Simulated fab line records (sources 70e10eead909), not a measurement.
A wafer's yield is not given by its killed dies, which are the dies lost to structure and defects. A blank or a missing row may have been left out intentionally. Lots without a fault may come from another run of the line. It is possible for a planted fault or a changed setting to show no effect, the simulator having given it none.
Struck lot and sound lot, side by side :: flow nandHarc :: 15 out of 1159 route steps
Sound: wafers L284.3, L284.5, L284.6. The struck wafers were L291.1, L291.4, L291.6. The cause comes at the end.
Per side, at each step with rows, come the tool, then ch with its chambers, and then its first start. Under that, the readings that differ: sound wafers :: struck wafers :: difference of the means :: sigmas: that difference in standard deviations of wafers without a fault.
alike: words and numbers the same on both sides, and readings whose means are apart by under 2 such deviations; not compared: readings that were withheld, readings missing a value for some wafer, numbers with overlapping values and no deviation given by the record, and bounds like >300 which may hide the same value.
Wherever a step has rows on one side only, a row that says differs or no value, or a row with sigmas, the two part there. Numbers that have no deviation but don't overlap get no sigmas and don't part them. A reading that every wafer of one side lacks parts them only if that side has two wafers or more.

first, 8 steps without rows for these wafers: NHARC_A_M1_HMDS_02 (time 30 s); NHARC_A_M1_COAT_34 (time 65 s); NHARC_A_M1_COAT_03 (resist thk 90 nm); NHARC_A_M1_SOFTBAKE_04 (time 55 s); NHARC_A_M1_EBR_05; NHARC_A_M1_EXPOSE_06 (exposes mask A M1, target cd 120 nm); NHARC_A_M1_PEB_07 (peb time 65 s); NHARC_A_M1_DEVELOP_08 (develop time 35 s).
NHARC_A_M1_CD_MEAS_09: the cd target is 120 nm.
  sound on cdSem-02 ch 0, day 18 12:31; struck on cdSem-01 ch 0, day 20 16:50
  alike: cdNm
NHARC_A_M1_OVL_MEAS_10: pitch 240 nm.
  sound: overlay-02 at day 18 12:35; struck: overlay-01 at day 20 16:55
  alike: overlayXNm, overlayYNm
NHARC_A_M1_INSPECT_11:
  sound: defectInspect-01 at day 18 12:38; struck: defectInspect-01 at day 20 16:58
  alike: rawDefectCount
NHARC_A_M1_DESCUM_14: chemistry O2, time 3 s.
  sound on rieDiel-08 ch 1,2, day 18 12:42; struck on rieDiel-08 ch 1,2,3, day 20 17:02
  alike: drypumpMotorCurrentA, oesProductAu, rfVppV, showerheadPlenumPTorr, throttleValvePct
  not compared: rfHoursCounterH
NHARC_A_M1_ETCH_35: etches the open film in N2/H2, target depth 40 nm, overetch 12 nm, time 43.94 s.
  sound on rieDiel-08 ch 2,3, day 18 12:47; struck on rieDiel-08 ch 0,1,3, day 20 17:14
reading: oesProductAu (a.u.)
sound: 1.020 1.016 1.002
struck: 0.819 0.823 0.816
difference: -0.193
sigmas: -23
  alike: drypumpMotorCurrentA, rfVppV, showerheadPlenumPTorr, throttleValvePct
  not compared: rfHoursCounterH
NHARC_A_M1_ETCH_15: etches the open film in C4F8/Ar, target depth 182.5 nm, time 91.2 s.
  sound on rieDiel-08 ch 0,1; struck on rieDiel-08 ch 0,1
reading: oesProductAu (a.u.)
sound: 0.987 0.983 0.966
struck: 0.917 0.929 0.921
difference: -0.056
sigmas: -3
  alike: rfVppV
  not compared: rfHoursCounterH
NHARC_END_SORT_01:
  the record has rows for the sound wafers here (prober-02 ch 0, day 20 21:01) and none for the struck ones

== WHERE THEY PART ==
Last at NHARC_END_SORT_01 as far as this record goes, first at NHARC_A_M1_ETCH_35.

WHY: what the simulator had put in
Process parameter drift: rieDiel-08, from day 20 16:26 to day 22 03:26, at NHARC_A_M1_ETCH_35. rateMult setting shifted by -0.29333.
